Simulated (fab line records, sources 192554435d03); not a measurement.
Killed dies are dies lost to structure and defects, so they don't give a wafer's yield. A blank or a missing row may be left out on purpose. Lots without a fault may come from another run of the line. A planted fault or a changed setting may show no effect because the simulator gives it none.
One fault seen from 3 desks | flow n5_finfet | each desk has only its own numbers; what lay behind them comes last

THE TOOL OWNER'S DESK: rie_diel-06
The tool's own readings at N5_BEOL_M10_ETCH_41 (etches SiCN in CH3F/O2, target depth 42.6 nm, time 86 s): means of the sampled wafers that have a number, for each lot that ran on this tool. A lot is out of limits, marked OUT, if its mean lies more than 4 standard deviations from the usual mean; the brackets give that distance.
Columns: A = bias_w at N5_BEOL_M10_ETCH_41, usual 74.95 W; B = drypump_motor_current_A at N5_BEOL_M10_ETCH_41, usual 5.6 A; C = oes_product_au at N5_BEOL_M10_ETCH_41, usual 0.83 a.u.; D = rf_fwd_power_W at N5_BEOL_M10_ETCH_41, usual 392.6 W; E = rf_vpp_V at N5_BEOL_M10_ETCH_41, usual 297.4 V; F = showerhead_plenum_p_Torr at N5_BEOL_M10_ETCH_41, usual 2.01 Torr; G = throttle_valve_pct at N5_BEOL_M10_ETCH_41, usual 16.13 %
lot  | first seen here | A     | B   | C    | D               | E     | F    | G
L783 | day 13 02:46    | 75.15 | 5.6 | 0.83 | 424.4 (+21) OUT | 291.7 | 2.04 | 16.19
L793 | day 15 17:58    | 75.12 | 6.1 | 0.92 | 393.4           | 296.6 | 2.00 | 16.09
This desk's finding: out of limits on L783; first on L783, day 13 02:46 (rf_fwd_power_W at N5_BEOL_M10_ETCH_41). In limits: L793.

THE METROLOGY DESK
What the gauges read, lot by lot, whatever tool the lot ran on: means of the sampled wafers that have a number. A lot is out of limits, marked OUT, if its mean lies more than 4 standard deviations from the usual mean; the brackets give that distance.
Columns: A = cd_nm at N5_BEOL_M10_CD_MEAS_28, usual 70.0 nm; B = V9_OVL at N5_BEOL_M10_OVL_MEAS_29, usual -0.6 nm
lot  | first seen here | A    | B
L771 | day 10 11:41    | 71.2 | -0.6
L783 | day 13 02:20    | 67.7 | -1.9
L790 | day 14 23:09    | 70.0 | -1.5
L793 | day 15 17:31    | 69.5 | 0.3
L794 | day 15 21:33    | 70.3 | -1.6
This desk's finding: nothing out of limits on any of the 5 lots.

THE DEFECT DESK
What the inspections along the route counted, lot by lot: means of the sampled wafers that have a number. A lot is out of limits, marked OUT, if its mean lies more than 4 standard deviations from the usual mean; the brackets give that distance.
Columns: A = raw_defect_count at N5_BEOL_M10_INSPECT_30, usual 402
lot  | first seen here | A
L771 | day 10 11:45    | 340
L783 | day 13 02:23    | 250
L790 | day 14 23:12    | 400
L793 | day 15 17:34    | 413
L794 | day 15 21:37    | 456
This desk's finding: nothing out of limits on any of the 5 lots.

PUT TOGETHER
The tool owner's desk could have raised an alarm at day 13 02:46, on L783.
The metrology desk saw nothing out of limits.
The defect desk saw nothing out of limits.
The metrology desk has L783 on record, within its limits.
The defect desk has L783 on record, within its limits.
Of the lots named, all ran N5_BEOL_M10_ETCH_41 on rie_diel-06.

WHAT THE SIMULATOR HAD PUT IN
Process parameter drift: rie_diel-06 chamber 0, from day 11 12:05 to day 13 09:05, at N5_BEOL_M10_ETCH_41. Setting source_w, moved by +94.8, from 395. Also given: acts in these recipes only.
Lots struck among those shown: L783.
Hours from the fault's start to each desk's first reading out of limits: the tool owner's desk, 39.
